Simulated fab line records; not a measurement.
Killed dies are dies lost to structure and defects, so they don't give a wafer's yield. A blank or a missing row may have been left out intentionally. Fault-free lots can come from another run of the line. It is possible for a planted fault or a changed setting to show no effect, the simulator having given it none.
fab line records	flow nand_harc
[record] lots = 6	wafers = 18	last_day = 34
route steps=1302 shown A_CHANNEL_HOLE_D1@488 A_CHANNEL_FILL_D1@490 END@1302
lots untouched by any fault: they come from a run of this same line in which no faults occurred
start_h: the number of hours between the record's first day and the start of the first shown wafer of the lot	wait_h: hours from the lot's prior step to this one	" unchanged from the row above	L1.1+2: one row covering several wafers at once	- value missing, or start not given	* or withheld: withheld	< > ~ a bound
route shown NAME@n: names a module that has steps shown in the file, with the first one's number in the route	usual: mean/standard deviation taken from wafers without a fault	same: alike in all rows	chamber/n: place in a boat	sites: the reading at each site	_std_site: standard deviation across them	_edge_site: the outer-site mean with the inner-site mean subtracted	radius_mm: how far each site lies from the wafer's centre	mask NAME#n: copy n	behind: the tool/chamber that last shaped the wafer	hold: the reason the lot was held/the length of the hold in hours/how it ended	device: transistor that didn't switch, given as n, p or np	end of line: tests run on the same wafers once the route is complete	for a step that has no rows: nothing shown but its recipe	killed: dies that structure and defects cost at the first sort, which is not the same as the wafer's yield	map: the dies of a wafer, with x for killed, . for not killed, _ for no die there
set.NAME: the setting as run; set.NAME@STEP: as run at that earlier step	model.NAME: the simulator's own value behind a step, which no gauge read
lots at selected steps of the route; one table per step, one row per wafer
services: when a tool's chamber went out of use (start_h, in hours from the record's first day, below 0 if earlier), for how many hours, and the reason
[[steps]]
[step NHARC_A_CHANNEL_HOLE_D1_XSEM_31]
[recipe] landing_energy_ev = 35000
[step NHARC_A_CHANNEL_HOLE_D1_INSPECT_40]
[usual] raw_defect_count = 77/26
lot.wafer	tool	chamber	start_h	wait_h	raw_defect_count
L649.2	defect_inspect-02	-	200.71	-	61
L649.3	"	-	"	"	61
L649.5	"	-	"	"	76
L652.1	defect_inspect-01	-	228.05	-	79
L652.4	"	-	"	"	115
L652.6	"	-	"	"	98
L659.1	defect_inspect-02	-	292.82	-	45
L659.2	"	-	"	"	66
L659.6	"	-	"	"	51
L660.1	defect_inspect-01	-	297.60	-	109
L660.2	"	-	"	"	99
L660.6	"	-	"	"	114
L671.2	defect_inspect-01	-	408.60	-	93
L671.5	"	-	"	"	66
L671.6	"	-	"	"	93
L672.1	defect_inspect-01	-	421.89	-	57
L672.3	"	-	"	"	32
L672.4	"	-	"	"	34
[step NHARC_A_CHANNEL_FILL_D1_PRECLEAN_00]
[recipe] time_s = *	temp_c = 50	bath_age_min = 0	chemistry = SC1
[step NHARC_A_CHANNEL_FILL_D1_SRD_01]
[step NHARC_A_CHANNEL_FILL_D1_ALD_02]
[recipe] target_thk_a = 60	pulse_time_s = 10	ald_cycles = 60	temp_c = 300	material = SiO2
[usual] heater_power_w = 481/57	precursor_pulse_height_rel = 1.000/0.022
lot.wafer	tool	chamber	start_h	wait_h	heater_power_w	precursor_pulse_height_rel
L649.2	ald_hk-03	0	200.90	-	549	0.953
L649.3	"	2	"	"	477	1.009
L649.5	"	0	"	"	549	0.959
L652.1	ald_hk-01	0	228.25	-	464	0.988
L652.4	"	3	"	"	457	0.986
L652.6	"	1	"	"	501	0.986
L659.2	ald_hk-03	0	293.02	-	521	1.029
L659.1	"	1	"	"	525	1.032
L659.6	"	0	"	"	524	1.006
L660.2	ald_hk-03	2	298.73	-	454	1.005
L660.1	"	3	"	"	381	0.971
L660.6	"	0	"	"	516	0.967
L671.2	ald_hk-03	0	408.79	-	522	0.997
L671.5	"	0	"	"	520	0.984
L671.6	"	1	"	"	494	1.007
L672.1	ald_hk-03	2	422.08	-	459	0.973
L672.3	"	3	"	"	387	0.991
L672.4	"	0	"	"	512	1.010
[step NHARC_A_CHANNEL_FILL_D1_ALD_03]
[recipe] target_thk_a = 60	pulse_time_s = 60	ald_cycles = 58	temp_c = 630	pressure_torr = 2	material = SiNx
[usual] precursor_pulse_height_rel = 0.998/0.02
lot.wafer	tool	chamber	start_h	wait_h	precursor_pulse_height_rel
L649.2	ald_sin_batch-03	0	-	-	1.000
L649.3	"	0	"	"	0.978
L649.5	"	0	"	"	1.026
L652.1	ald_sin_batch-02	0	-	-	0.989
L652.4	"	0	"	"	0.974
L652.6	"	0	"	"	1.016
L659.1	ald_sin_batch-02	0	-	-	1.004
L659.2	"	0	"	"	0.974
L659.6	"	0	"	"	1.016
L660.1	ald_sin_batch-01	0	-	-	0.971
L660.2	"	0	"	"	1.016
L660.6	"	0	"	"	0.976
L671.2	ald_sin_batch-01	0	-	-	1.022
L671.5	"	0	"	"	1.008
L671.6	"	0	"	"	0.973
L672.1	ald_sin_batch-02	0	-	-	1.027
L672.3	"	0	"	"	0.986
L672.4	"	0	"	"	1.006
[step NHARC_A_CHANNEL_FILL_D1_ALD_14]
[recipe] target_thk_a = 25	pulse_time_s = 10	ald_cycles = 25	temp_c = 300	material = SiO2
[step NHARC_A_CHANNEL_FILL_D1_ALD_15]
[recipe] target_thk_a = 20	pulse_time_s = 60	ald_cycles = 19	temp_c = 630	pressure_torr = 2	material = SiNx
[step NHARC_A_CHANNEL_FILL_D1_ALD_16]
[recipe] target_thk_a = 15	pulse_time_s = 10	ald_cycles = 15	temp_c = 300	material = SiO2
[usual] heater_power_w = 480/56	precursor_pulse_height_rel = 0.999/0.018
lot.wafer	tool	chamber	start_h	wait_h	heater_power_w	precursor_pulse_height_rel
L649.2	ald_hk-01	0	213.13	0.1	477	0.990
L649.3	"	1	"	"	519	0.993
L649.5	"	0	"	"	481	0.953
L652.4	ald_hk-01	0	242.05	1.7	483	0.983
L652.1	"	1	"	"	517	1.020
L652.6	"	3	"	"	460	1.003
L659.1	ald_hk-03	2	306.26	0.2	451	0.992
L659.2	"	3	"	"	374	1.006
L659.6	"	1	"	"	520	0.985
L660.2	ald_hk-03	3	311.23	0.1	376	1.007
L660.1	"	0	"	"	518	0.995
L660.6	"	1	"	"	515	0.994
L671.2	ald_hk-01	1	420.94	0.1	517	0.996
L671.6	"	1	"	"	520	0.987
L671.5	"	2	"	"	558	1.008
L672.4	ald_hk-01	3	432.56	0.1	451	0.998
L672.3	"	0	"	"	467	0.952
L672.1	"	1	"	"	522	1.021
[step NHARC_A_CHANNEL_FILL_D1_ANNEAL_17]
[recipe] temp_c = 850	time_s = 1800
[step NHARC_A_CHANNEL_FILL_D1_CVD_18]
[recipe] target_thk_a = 30	temp_c = 550	material = poly-Si
[step NHARC_A_CHANNEL_FILL_D1_ETCHBACK_19]
[recipe] target_depth_a = 50	time_s = 1.7	hbr_flow_sccm = 150	cl2_flow_sccm = 50	rf_w = 400	icp_w = 400	bias_w = 100	chemistry = HBr/Cl2
[usual] drypump_motor_current_A = 5.8/0.45	oes_product_au = 1.005/0.014	throttle_valve_pct = 26.406/0.01
lot.wafer	tool	chamber	start_h	wait_h	drypump_motor_current_A	oes_product_au	rf_hours_counter_h	throttle_valve_pct
L649.2	rie_si-01	0	226.03	0.4	5.7	1.001	0.21	26.389
L649.3	"	1	"	"	5.9	0.995	0.21	26.404
L649.5	"	2	"	"	5.2	1.005	-	26.395
L652.4	rie_si-04	3	255.62	0.4	4.9	1.012	0.45	26.420
L652.1	"	0	"	"	5.5	0.986	0.53	26.403
L652.6	"	2	"	"	6.1	1.012	-	26.402
L659.1	rie_si-04	1	319.20	0.4	6.2	1.006	0.86	26.387
L659.2	"	0	"	"	5.5	0.993	0.96	26.409
L659.6	"	1	"	"	6.2	0.996	-	26.407
L660.1	rie_si-05	0	322.97	0.4	5.4	1.019	0.04	26.409
L660.2	"	1	"	"	6.1	1.020	0.04	26.392
L660.6	"	3	"	"	5.6	1.015	-	26.398
L671.2	rie_si-05	3	432.91	0.4	5.7	1.006	0.78	26.403
L671.6	"	0	"	"	5.4	1.016	-	26.388
L671.5	"	1	"	"	6.1	1.001	-	26.380
L672.3	rie_si-04	0	444.44	0.4	5.5	0.993	0.69	26.424
L672.4	"	2	"	"	6.1	1.004	0.57	26.399
L672.1	"	3	"	"	4.9	1.028	0.71	26.389
[step NHARC_A_CHANNEL_FILL_D1_ETCHBACK_20]
[recipe] target_depth_a = 270	time_s = 13.5	c4f8_flow_sccm = withheld	o2_flow_sccm = 8	ar_flow_sccm = withheld	rf_w = 600	bias_w = 1500	chemistry = C4F8/O2/Ar
[usual] oes_product_au = 0.96/0.038	rf_vpp_V = 976/4.7	run_length_s = 34.8/0.42
lot.wafer	tool	chamber	start_h	wait_h	oes_product_au	rf_hours_counter_h	rf_vpp_V	run_length_s
L649.3	rie_diel-13	2	226.15	-	0.99	2.5	972	35.1
L649.2	"	0	"	"	0.99	2.4	982	35.2
L649.5	"	2	"	"	0.99	-	970	35.0
L652.1	rie_diel-02	1	255.74	-	1.01	1.9	969	35.1
L652.4	"	2	"	"	1.00	2.4	977	34.7
L652.6	"	0	"	"	0.99	-	973	35.4
L659.1	rie_diel-02	2	319.33	-	0.94	5.8	976	29.7
L659.2	"	3	"	"	0.91	5.7	978	30.3
L659.6	"	3	"	"	0.91	-	979	30.3
L660.1	rie_diel-02	2	323.08	-	0.93	5.8	977	29.3
L660.2	"	1	"	"	0.93	5.1	969	30.6
L660.6	"	3	"	"	0.92	-	978	30.2
L671.2	rie_diel-13	3	433.02	-	0.92	2.2	985	34.0
L671.5	"	0	"	"	1.00	-	982	35.1
L671.6	"	3	"	"	0.92	-	985	34.8
L672.1	rie_diel-13	1	444.56	-	0.92	4.1	975	34.4
L672.3	"	3	"	"	0.91	2.5	985	34.0
L672.4	"	0	"	"	0.93	2.9	981	35.0
[step NHARC_A_CHANNEL_FILL_D1_STRIP_28]
[recipe] time_s = 20	o2_flow_sccm = 500	ar_flow_sccm = 0	bias_w = 0	chemistry = O2
[usual] drypump_motor_current_A = 5.9/0.38	mfc_ar_sccm = 0.012/0.014	oes_product_au = 0.998/0.013	rf_vpp_V = 57.7/0.92	showerhead_plenum_p_Torr = 3.47/0.12	throttle_valve_pct = 17.036/0.0087
lot.wafer	tool	chamber	start_h	wait_h	drypump_motor_current_A	mfc_ar_sccm	oes_product_au	rf_hours_counter_h	rf_vpp_V	showerhead_plenum_p_Torr	throttle_valve_pct
L649.3	rie_diel-13	2	226.23	0.1	6.0	0	1.012	2.5	58.5	3.35	17.040
L649.2	"	1	"	"	5.7	0.029	1.023	2.2	57.5	3.47	17.032
L649.5	"	3	"	"	5.4	0	0.977	-	58.6	3.69	17.029
L652.1	rie_diel-02	2	255.82	0.1	5.7	0	0.998	2.4	57.6	3.49	17.024
L652.4	"	3	"	"	5.4	0.000	1.004	2.4	58.1	3.53	17.033
L652.6	"	0	"	"	6.6	0.033	1.012	-	57.0	3.40	17.039
L659.1	rie_diel-02	0	319.42	0.1	6.6	0.033	1.003	5.0	57.8	3.40	17.033
L659.2	"	2	"	"	5.7	0	1.001	5.8	56.8	3.49	17.028
L659.6	"	3	"	"	5.4	0.000	1.001	-	57.2	3.53	17.052
L660.2	rie_diel-02	1	323.18	0.1	6.0	0.017	1.014	5.1	57.4	3.32	17.037
L660.1	"	2	"	"	5.7	0	1.005	5.8	58.4	3.49	17.048
L660.6	"	3	"	"	5.4	0.000	0.990	-	58.3	3.53	17.028
L671.2	rie_diel-13	2	433.11	0.1	6.0	0	1.000	4.2	57.1	3.35	17.041
L671.5	"	0	"	"	6.2	0	0.992	-	58.0	3.60	17.052
L671.6	"	2	"	"	6.0	0	0.995	-	56.7	3.35	17.033
L672.3	rie_diel-13	0	444.65	0.1	6.2	0	0.988	2.9	57.5	3.60	17.028
L672.4	"	2	"	"	6.0	0	0.996	4.5	58.3	3.35	17.042
L672.1	"	3	"	"	5.4	0	0.976	2.5	58.2	3.68	17.034
[step NHARC_END_SORT_01]
[recipe] temp_c = 25
[usual] killed_at_array = 55/19	killed_at_other = 0.9/1.4	killed_at_periphery = 3.8/2.9	killed_dies = 60/19	killed_open = 3.3/1.8	killed_short = 2.6/1.6
[same] gross_dies = 677
lot.wafer	tool	chamber	start_h	wait_h	killed_at_array	killed_at_other	killed_at_periphery	killed_dies	killed_open	killed_short
L649.2	prober-01	0	580.72	2.8	18	0	4	22	0	4
L649.3	prober-01	0	581.52	3.1	31	1	9	41	8	6
L649.5	prober-01	0	583.11	3.7	32	0	2	34	4	2
L652.1	prober-02	0	600.30	2.5	39	0	1	40	2	2
L652.4	prober-02	0	602.72	3.4	57	0	2	59	5	2
L652.6	prober-02	0	604.33	4.0	46	0	3	49	3	3
L659.1	prober-01	0	687.41	2.5	645	0	3	648	1	4
L659.2	prober-01	0	688.21	2.8	650	0	3	653	3	0
L659.6	prober-01	0	691.40	4.0	654	0	3	657	0	4
L660.1	prober-02	0	687.42	2.5	654	1	4	659	5	3
L660.2	prober-02	0	688.21	2.8	653	3	3	659	2	2
L660.6	prober-02	0	691.35	3.9	647	1	4	652	4	4
L671.2	prober-01	0	776.60	2.8	67	2	5	74	4	5
L671.5	prober-01	0	779.01	3.7	40	4	8	52	5	4
L671.6	prober-01	0	779.81	4.0	62	6	0	68	2	3
L672.1	prober-02	0	811.63	2.5	27	2	1	30	1	3
L672.3	prober-02	0	813.24	3.1	22	2	1	25	2	1
L672.4	prober-02	0	814.05	3.4	26	2	2	30	4	3
// killed by level:class
L649.2 P_M0:chamber_film_flake=4 A_CHANNEL_HOLE_D2:chamber_film_flake=4 A_STAIRCASE:chamber_film_flake=3 A_SGD_CUT:geometric_particle:short=2 A_CONTACT:chamber_film_flake=2 A_DECK1_JOINT:geometric_particle:short=1 A_M0:geometric_particle:short=1 A_ZERO_WELL:chamber_film_flake=1
L649.3 A_CHANNEL_HOLE_D2:chamber_film_flake=11 P_M0:chamber_film_flake=4 A_STAIRCASE:chamber_film_flake=3 P_GATE:geometric_particle:open=2 A_CHANNEL_FILL_D1:geometric_particle:short=2 A_CHANNEL_FILL_D1:geometric_particle:open=2 A_CHANNEL_FILL_D2:geometric_particle:open=2 A_WL_FILL:geometric_particle:short=2
L649.5 A_STAIRCASE:chamber_film_flake=10 A_CONTACT:chamber_film_flake=7 A_CHANNEL_HOLE_D2:chamber_film_flake=6 A_CHANNEL_FILL_D2:chamber_film_flake=3 P_M0:chamber_film_flake=2 A_CHANNEL_HOLE_D1:geometric_particle:open=1 A_CHANNEL_FILL_D1:geometric_particle:short=1 A_CHANNEL_FILL_D1:geometric_particle:open=1
L652.1 A_CHANNEL_HOLE_D1:chamber_film_flake=22 A_CHANNEL_HOLE_D2:chamber_film_flake=7 A_STAIRCASE:chamber_film_flake=5 A_ONON_D1:geometric_particle:short=1 A_DECK1_JOINT:geometric_particle:open=1 A_ONON_D2:geometric_particle:short=1 A_SGD_CUT:geometric_particle:open=1 P_M0:chamber_film_flake=1
L652.4 A_CHANNEL_HOLE_D1:chamber_film_flake=34 A_CHANNEL_HOLE_D2:chamber_film_flake=7 A_DECK1_JOINT:chamber_film_flake=5 A_STAIRCASE:chamber_film_flake=5 P_GATE:geometric_particle:open=1 P_CONTACT:geometric_particle:open=1 A_CHANNEL_FILL_D1:geometric_particle:short=1 A_CHANNEL_FILL_D2:geometric_particle:short=1
L652.6 A_CHANNEL_HOLE_D1:chamber_film_flake=27 A_CHANNEL_HOLE_D2:chamber_film_flake=6 A_DECK1_JOINT:chamber_film_flake=3 A_STAIRCASE:chamber_film_flake=3 A_CONTACT:chamber_film_flake=2 P_M0:geometric_particle:open=1 P_M1:geometric_particle:short=1 A_SOURCE_PLATE:geometric_particle:short=1
L659.1 A_CHANNEL_FILL_D1:area_etchback=607 A_SLIT:chamber_film_flake=21 A_CHANNEL_HOLE_D1:chamber_film_flake=5 A_STAIRCASE:chamber_film_flake=4 A_DECK1_JOINT:chamber_film_flake=2 A_CHANNEL_HOLE_D2:chamber_film_flake=2 P_STI:geometric_particle:short=1 A_DECK1_JOINT:geometric_particle:short=1
L660.1 A_CHANNEL_FILL_D1:area_etchback=581 A_CHANNEL_HOLE_D1:chamber_film_flake=29 A_SLIT:chamber_film_flake=24 A_WL_FILL:chamber_film_flake=5 P_GATE:chamber_film_flake=3 A_ONON_D1:geometric_particle:open=2 A_BLC:geometric_particle:open=2 A_STAIRCASE:chamber_film_flake=2
L659.2 A_CHANNEL_FILL_D1:area_etchback=591 A_SLIT:chamber_film_flake=37 A_CHANNEL_HOLE_D1:chamber_film_flake=11 A_STAIRCASE:chamber_film_flake=4 P_GATE:chamber_film_flake=3 A_ONON_D1:geometric_particle:open=2 A_M1:geometric_particle:open=1 A_CHANNEL_HOLE_D2:chamber_film_flake=1
L660.2 A_CHANNEL_FILL_D1:area_etchback=589 A_CHANNEL_HOLE_D1:chamber_film_flake=37 A_SLIT:chamber_film_flake=18 THIN_TSV:chamber_film_flake=3 A_STAIRCASE:chamber_film_flake=2 A_CONTACT:chamber_film_flake=2 P_ZERO_WELL:geometric_particle:short=1 A_DECK1_JOINT:geometric_particle:open=1
L660.6 A_CHANNEL_FILL_D1:area_etchback=587 A_CHANNEL_HOLE_D1:chamber_film_flake=26 A_SLIT:chamber_film_flake=19 A_CHANNEL_FILL_D1:chamber_film_flake=4 A_ONON_D1:geometric_particle:short=3 P_M1:chamber_film_flake=2 A_CONTACT:chamber_film_flake=2 P_M0:geometric_particle:open=1
L659.6 A_CHANNEL_FILL_D1:area_etchback=617 A_SLIT:chamber_film_flake=23 A_CHANNEL_HOLE_D1:chamber_film_flake=5 A_CHANNEL_FILL_D1:geometric_particle:short=2 P_M1:chamber_film_flake=2 A_STAIRCASE:chamber_film_flake=2 A_ONON_D1:geometric_particle:short=1 A_DECK1_JOINT:geometric_particle:short=1
L671.2 A_CHANNEL_HOLE_D2:chamber_film_flake=24 A_SLIT:chamber_film_flake=20 A_CHANNEL_HOLE_D1:chamber_film_flake=8 A_CHANNEL_FILL_D2:chamber_film_flake=3 A_CONTACT:chamber_film_flake=3 A_WL_FILL:geometric_particle:short=2 P_GATE:chamber_film_flake=2 THIN_TSV:chamber_film_flake=2
L671.5 A_CHANNEL_HOLE_D2:chamber_film_flake=11 A_SLIT:chamber_film_flake=9 A_CHANNEL_HOLE_D1:chamber_film_flake=7 A_CONTACT:chamber_film_flake=4 THIN_TSV:chamber_film_flake=4 P_GATE:chamber_film_flake=3 P_CONTACT:geometric_particle:short=2 P_BONDPAD:geometric_particle:short=1
L671.6 A_SLIT:chamber_film_flake=23 A_CHANNEL_HOLE_D2:chamber_film_flake=17 A_CHANNEL_HOLE_D1:chamber_film_flake=9 THIN_TSV:chamber_film_flake=6 A_CONTACT:chamber_film_flake=3 A_DECK1_JOINT:geometric_particle:short=2 A_CHANNEL_FILL_D2:chamber_film_flake=2 A_SOURCE_PLATE:geometric_particle:short=1
L672.1 A_SLIT:chamber_film_flake=13 A_BLC:chamber_film_flake=5 THIN_TSV:chamber_film_flake=2 A_CHANNEL_FILL_D1:geometric_particle:short=1 A_CHANNEL_FILL_D2:geometric_particle:short=1 A_SGD_CUT:geometric_particle:open=1 A_WL_FILL:geometric_particle:short=1 P_ZERO_WELL:chamber_film_flake=1
L672.3 A_SLIT:chamber_film_flake=7 A_DECK1_JOINT:chamber_film_flake=4 A_BLC:chamber_film_flake=3 A_CHANNEL_HOLE_D2:chamber_film_flake=2 A_WL_FILL:chamber_film_flake=2 THIN_TSV:chamber_film_flake=2 A_ONON_D1:geometric_particle:open=1 A_SGD_CUT:geometric_particle:open=1
L672.4 A_SLIT:chamber_film_flake=12 A_CHANNEL_HOLE_D2:chamber_film_flake=3 A_BLC:chamber_film_flake=3 THIN_TSV:chamber_film_flake=2 P_CONTACT:geometric_particle:open=1 P_BONDPAD:geometric_particle:short=1 A_SOURCE_PLATE:geometric_particle:short=1 A_ONON_D1:geometric_particle:open=1
// map L659.6 (x killed, . not)
____________x____________
_________xxxxxxx_________
_______xxxxxxxxxxx_______
______xxxxxxxxxxxxx______
_____xxxxxxxxxxxxxxx_____
____xxxxxxxxxxxxxxxxx____
____xxxxxxxxxxxxxxxxx____
___xxxxxxxxxxxxxxxxxxx___
___xxxxxxxxxxxxxxxxxxx___
__xxxxxxxxx.xxxxxxxxxxx__
__xxxxxxxxxxxxxxxxxxxxx__
_xxxxxxxxxxxxxxxxxxxxxxx_
_xxxxxxxxx.xxxxxxxxxxxxx_
_xxxxxxxxxxx.xxx.xxxxxxx_
_xxxxxx.xxx.xxxxxxxxxxxx_
_x.xxxxxxxxxx.x.xxxxxxxx_
xxxxx..xx.xxxxxxxxxxxxxxx
xxxxxxxxxxxxxxxxxxxxxxxxx
xxxxx.xxxxxxxxxxxxxxxxxxx
xxxxxxxxxxxxx.x.xxxxxxxxx
xxxxxxxxxxxxxxxxxxxxxxxxx
_xxxxxxxxxx.xxxxxxxxxxxx_
_xxxxxxxxxxxxxxxxxxxxxxx_
_xxxxxxxxxxxxxxxxxxxxxxx_
_xxxx.xxxxx.xx.xxxxxxxxx_
_xxxxxxxxxxx.xxxxxxxxxxx_
__xxxxxxxxxxxxxxxxxxxxx__
__xxxxxxxxxxxxxxxxxxxxx__
___xxxxxxxxxxxxxxxxxxx___
___xxxxxxxxxxxxxxxxxxx___
____xxxxxxxxxxxxxxxxx____
____xxxxxxxxxxxxxxxxx____
_____xxxxxxxxxxxxxxx_____
______xxxxxxxxxxxxx______
_______xxxxxxxxxxx_______
_________xxxxxxx_________
____________x____________
// map L660.1 (x killed, . not)
____________x____________
_________xx.xxxx_________
_______xxxxxxxxxxx_______
______xxxxx.xxxxxxx______
_____xxxxxxxxxxxxxxx_____
____xxxxxxxxxxxxxxxxx____
____xxxxxxxxxxxxxxxx.____
___x.xxxxxxxxxxxxxxxxx___
___xxxxxxxxxxxxxxxxxxx___
__xxx.xxxxxxxxxxxxxxxxx__
__xxxxx.xxxxxxxxxxxxxxx__
_xxxxxxxxxxxxx.xxxxxxxxx_
_xxxxxxx.x.xxxxxxxxxxxxx_
_xxxxxxxxxxxx.xxxxxxxxxx_
_xxx.xxx.xxxxxxxxxxxxxxx_
_xxxxxxxxxxxxxxxxxxxxxxx_
xxxxxxxxxxxxxxxxxxxxxxxxx
xxxxxxxxxxx..xxxxxxxxxxxx
xxxxxxxxxxxxxxxxxxxxxxxxx
xxxxxxxxxx.xxxxxxxxxxxxxx
xxxxxxxxxxxxxxxxxxxxxxxxx
_xxxxxx.xxxxxxxxxxxxxxxx_
_xxxxxxxxxxxxxxx.xxxxxxx_
_xxxxxxx.xxxxxxxxxxxxxxx_
_xxxxxxxxxxxxxxxxxxxxxxx_
_xxxxxxxxxxxxxxxxxxxxxxx_
__xxxxxxxxxxxxxxxxxxxxx__
__xxxxxxxxxxxxxxxxxxxxx__
___xxxxxxxxxxxxxxxxxxx___
___xxxxxxxxxxxxxxxxxxx___
____xxxxxxxxxxxxxxxxx____
____xxxxxxxxxxxxxxxxx____
_____xxxxxxxxxxxxxxx_____
______xxxxxxxxxxxxx______
_______xxxxxxxxxxx_______
_________xxxxxxx_________
____________x____________
[[services]]
tool	chamber	start_h	hours	kind
ald_hk-03	-	195.28	1.2	repair
rie_diel-02	3	202.02	6.1	repair
ald_hk-01	-	204.06	0.8	repair
ald_hk-03	-	212.00	10.0	pm
rie_diel-02	-	216.70	9.0	pm
rie_si-04	2	227.59	3.2	repair
rie_diel-13	0	229.93	25.6	repair
rie_diel-13	0	258.43	4.5	repair
ald_sin_batch-02	-	267.62	26.0	pm
rie_diel-13	0	270.06	1.5	repair
rie_si-04	2	284.33	3.3	repair
ald_hk-01	-	296.09	10.0	pm
rie_si-04	-	319.92	0.9	repair
rie_diel-13	0	339.18	2.3	repair
rie_diel-13	-	342.00	9.0	pm
rie_diel-02	3	379.94	3.2	repair
rie_diel-13	0	384.74	17.7	repair
rie_diel-02	-	384.79	0.2	repair
ald_hk-03	-	390.00	10.0	pm
rie_diel-02	-	393.70	9.0	pm
rie_diel-13	3	398.67	6.3	repair
rie_diel-13	-	398.89	0.2	repair
rie_diel-13	3	405.76	22.8	repair
rie_diel-13	1	425.11	18.1	repair
[[key]]
[first_sign] step = NHARC_A_CHANNEL_FILL_D1_ETCHBACK_20	reading = run_length_s	direction = down	sigmas = 11	usual = *	struck = *
[effect] step = NHARC_END_SORT_01	reading = killed_dies	direction = up	sigmas = 31	usual = 60	struck = 655
[more_kills_born_at] NHARC_A_CHANNEL_FILL_D1_ETCHBACK_20@rie_diel-02 = 3572
met_at NHARC_A_CHANNEL_FILL_D1_ETCHBACK_20
struck_wafers L659.1,L659.2,L659.6,L660.1,L660.2,L660.6
later_rows_left_out L659.1,L659.2,L659.6,L660.1,L660.2,L660.6
tester_left_out L659,L660
onset_between 255.74 319.33
[fault] kind = process_parameter_drift	tool = rie_diel-02	chamber = -	onset_h = 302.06	steps = NHARC_A_CHANNEL_FILL_D1_ETCHBACK_20	channel = time_s	offset = *	shape = step	end_h = 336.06	acts_in = *	stated = *
// tester_left_out: of these lots the tester's yield and bins aren't shown, on N5 and GAA mostly nor the transistor test; their killed dies are dies lost to structure and defects alone, not to doping, threshold or leakage, so they don't give the yield
// later_rows_left_out: the simulator's readings of these wafers behind a module that went badly wrong aren't trusted and aren't shown, but for the sort
